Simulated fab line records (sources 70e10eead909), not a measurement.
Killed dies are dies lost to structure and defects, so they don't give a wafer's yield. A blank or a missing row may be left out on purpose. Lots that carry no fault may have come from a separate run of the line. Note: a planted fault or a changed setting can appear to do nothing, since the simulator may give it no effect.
A struck lot beside a sound one :: flow nand harc :: 40 steps out of a route of 1159
Sound: these wafers, L706.1, L706.3, L706.4. Struck: wafer L710.2 (L710.1, L710.6, from the same lot, were not struck and are left out); the cause is given at the end.
Order at every step that has rows: each side's tool, ch and its chambers, its first start. Under that, the readings that differ: sound wafers :: struck wafers :: difference of the means :: sigmas: that difference in standard deviations of wafers without a fault.
alike: readings whose means differ by less than 2 such deviations, and words and numbers that are the same on both sides. not compared: withheld readings, readings that some wafer has no value for, bounds like >300 that may hide the same value, and numbers for which the record gives no deviation and whose values overlap.
The two part at a step that has a row with sigmas, a row that says differs or no value, or rows on one side only. Non-overlapping numbers with no deviation appear without sigmas and do not part them. A reading that every wafer of one side lacks parts them only if that side has two wafers or more.

first, 1 step without rows for these wafers: NHARC_THIN_TSV_ETCH_44 (etches the open film in CF4/O2, target depth 1594.2 nm, time 797.1 s).
NHARC_THIN_TSV_ETCH_15: target depth 3000 nm, bosch target overetch cycles 2, bosch etch step 2.8 s.
  sound on rie si-05 ch 1,2,3, day 19 08:44; struck on rie si-01 ch 0, day 21 21:02
reading: rf hours counter h (h)
sound: 0.2 0.2 0.2
struck: 0.1
difference: -0.1
sigmas: 
  alike: drypump motor current A
NHARC_THIN_TSV_CD_MEAS_16:
  sound on cd sem-03, day 19 08:53; struck on cd sem-01, day 21 21:11
  alike: cd nm
NHARC_THIN_TSV_STRIP_45: strips in O2.
  sound on plasma asher-02 ch 0,1, day 19 09:01; struck on plasma asher-02 ch 1, day 21 21:29
  alike: drypump motor current A, heater power w
  not compared: rf hours counter h
then, 1 step without rows for these wafers: NHARC_THIN_TSV_STRIP_46 (strips in post etch residue remover, time 1200 s).
NHARC_THIN_TSV_DEP_47: deposits SiO2, target thk 200 nm.
  sound on pecvd-03 ch 0,1,2, day 19 09:46; struck on pecvd-03 ch 2, day 21 22:20
  alike: chamber pressure Torr, throttle valve pct
then, 6 steps without rows for these wafers: NHARC_THIN_TSV_ETCHBACK_48 (etches the open film in C4F8/Ar, target depth 1028.5 nm, time 405.17 s); NHARC_THIN_TSV_STRIP_62 (strips in N2/H2, time 20 s); NHARC_THIN_TSV_DEGAS_49 (time 120 s); NHARC_THIN_TSV_PRE_CLEAN_50 (time 30 s); NHARC_THIN_TSV_PVD_19 (deposits TaN, target thk 20 nm); NHARC_THIN_TSV_PVD_51 (deposits Cu, target thk 100 nm).
NHARC_THIN_TSV_ECD_20: material Cu, target thk 2000 nm.
  sound on ecd cu-01 ch 0,1, day 19 11:13; struck on ecd cu-02 ch 0,1, day 21 23:44
NHARC_THIN_TSV_ANNEAL_52: time 90 s.
  sound on rtp anneal-01 ch 0, day 19 11:56; struck on rtp anneal-01 ch 0, day 22 00:28
  alike: wafer_temp_C_max
then, 14 steps without rows for these wafers: NHARC_THIN_TSV_CMP_21 (polishes, t overpolish 30 s, target thk 2000 nm); NHARC_THIN_TSV_SRD_23; NHARC_THIN_TSV_DEGAS_53 (time 60 s); NHARC_THIN_TSV_PRE_CLEAN_54 (time 30 s); NHARC_THIN_TSV_PVD_55 (deposits TiN, target thk 50 nm); NHARC_THIN_TSV_PVD_24 (deposits Al, target thk 800 nm); NHARC_THIN_TSV_DEHYDRATE_25 (time 120 s); NHARC_THIN_TSV_HMDS_26 (time 30 s); NHARC_THIN_TSV_COAT_27; NHARC_THIN_TSV_SOFTBAKE_28 (time 95 s); NHARC_THIN_TSV_EBR_29; NHARC_THIN_TSV_EXPOSE_30 (exposes mask PAD); NHARC_THIN_TSV_PEB_31 (peb time 85 s); NHARC_THIN_TSV_DEVELOP_32 (time 70 s).
NHARC_THIN_TSV_CD_MEAS_33 targets a cd of 5000 nm.
  sound on cd sem-01 ch 0, day 19 13:54; struck on cd sem-02 ch 0, day 22 02:26
  alike: cd nm
then, 3 steps without rows for these wafers: NHARC_THIN_TSV_HARDBAKE_34 (time 80 s); NHARC_THIN_TSV_DESCUM_35 (chemistry O2, time 3 s); NHARC_THIN_TSV_ETCH_59 (etches the open film in Cl2/BCl3, target depth 880 nm, time 138.1 s).
NHARC_THIN_TSV_ETCH_36: etches the open film in Cl2/BCl3, target depth 65 nm, time 18.571 s.
  sound on rie metal-03 ch 0,1, day 19 14:27; struck on rie metal-03 ch 0, day 22 03:12
  alike: drypump motor current A, oes product au
  not compared: rf hours counter h
then, 2 steps without rows for these wafers: NHARC_THIN_TSV_STRIP_56 (strips in O2); NHARC_THIN_TSV_STRIP_57 (strips in post etch residue remover, time 1200 s).
NHARC_THIN_TSV_CD_MEAS_37:
  sound on cd sem-03, day 19 15:29; struck on cd sem-02, day 22 04:11
  alike: cd nm
then, 1 step without rows for these wafers: NHARC_THIN_TSV_ANNEAL_58 (time 1800 s).
NHARC_THIN_TSV_INSPECT_40:
  sound on defect inspect-01, day 19 18:22; struck on defect inspect-01, day 22 08:39
  alike: raw defect count
NHARC_END_WLT_00:
  the record has rows for the sound wafers here (prober-01, day 19 19:01) and none for the struck ones
NHARC_END_SORT_01:
  here the record holds rows for the struck wafers (prober-02 ch 0, day 22 12:33) but none for the sound ones

== WHERE THEY PART ==
Earliest at NHARC_END_WLT_00; latest, in this record, at NHARC_END_SORT_01.

WHY: the cause the simulator had injected
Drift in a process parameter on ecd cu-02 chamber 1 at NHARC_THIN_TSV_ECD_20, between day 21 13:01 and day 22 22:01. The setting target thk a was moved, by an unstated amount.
